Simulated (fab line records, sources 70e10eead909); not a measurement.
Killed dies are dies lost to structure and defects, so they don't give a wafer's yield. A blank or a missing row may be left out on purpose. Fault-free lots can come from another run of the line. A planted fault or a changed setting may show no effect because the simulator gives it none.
Matching of chambers || flow nand_harc || NHARC_A_STAIRCASE_DEP_259 on pecvd-04: 3 sister chambers
The step deposits SiON, target thk 30 nm. 6 wafers are shown with their chamber, then 7 later ones without.

== WAFERS PAIRED WITH THEIR CHAMBERS ==
{"wafer": "L090.3", "chamber": 0, "heater_power_w (W)": 701}
{"wafer": "L091.3", "chamber": 2, "heater_power_w (W)": 731}
{"wafer": "L091.4", "chamber": 0, "heater_power_w (W)": 735}
{"wafer": "L091.6", "chamber": 1, "heater_power_w (W)": 693}
{"wafer": "L093.1", "chamber": 1, "heater_power_w (W)": 731}
{"wafer": "L093.2", "chamber": 2, "heater_power_w (W)": 778}

== WAFERS WHOSE CHAMBER IS MISSING ==
{"wafer": "L093.3", "heater_power_w (W)": 754}
{"wafer": "L092.1", "heater_power_w (W)": 738}
{"wafer": "L092.2", "heater_power_w (W)": 755}
{"wafer": "L092.3", "heater_power_w (W)": 700}
{"wafer": "L095.2", "heater_power_w (W)": 770}
{"wafer": "L095.3", "heater_power_w (W)": 726}
{"wafer": "L095.6", "heater_power_w (W)": 751}

== CHAMBER TAKEN BY EACH ==
{"wafer": "L093.3", "from the rows above": "can't be placed: 2 or 0 or 1", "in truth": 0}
{"wafer": "L092.1", "from the rows above": "can't be placed: 2 or 0 or 1", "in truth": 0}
{"wafer": "L092.2", "from the rows above": "can't be placed: 2 or 0 or 1", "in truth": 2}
{"wafer": "L092.3", "from the rows above": "can't be placed: 1 or 0 or 2", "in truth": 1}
{"wafer": "L095.2", "from the rows above": "can't be placed: 2 or 0 or 1", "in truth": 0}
{"wafer": "L095.3", "from the rows above": "can't be placed: 0 or 1 or 2", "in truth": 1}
{"wafer": "L095.6", "from the rows above": "can't be placed: 2 or 0 or 1", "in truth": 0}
Placed correctly: 0 of 7. Can't be placed from these rows: 7 (the true chamber is among the candidates in 7). Number placed wrongly: 0.
How it was worked out, from the rows above alone: a wafer's distance from a chamber is the root of the sum, over the readings, of the square of ((its reading less the chamber's mean) divided by the reading's scatter). The wafer belongs to the nearest chamber; if the next one is less than 2 further off, it can't be placed. A chamber's mean is the mean of its shown wafers. The scatter is the square root of a quotient: the sum, over the shown wafers, of each reading's squared deviation from its chamber's mean, divided by wafers minus chambers.
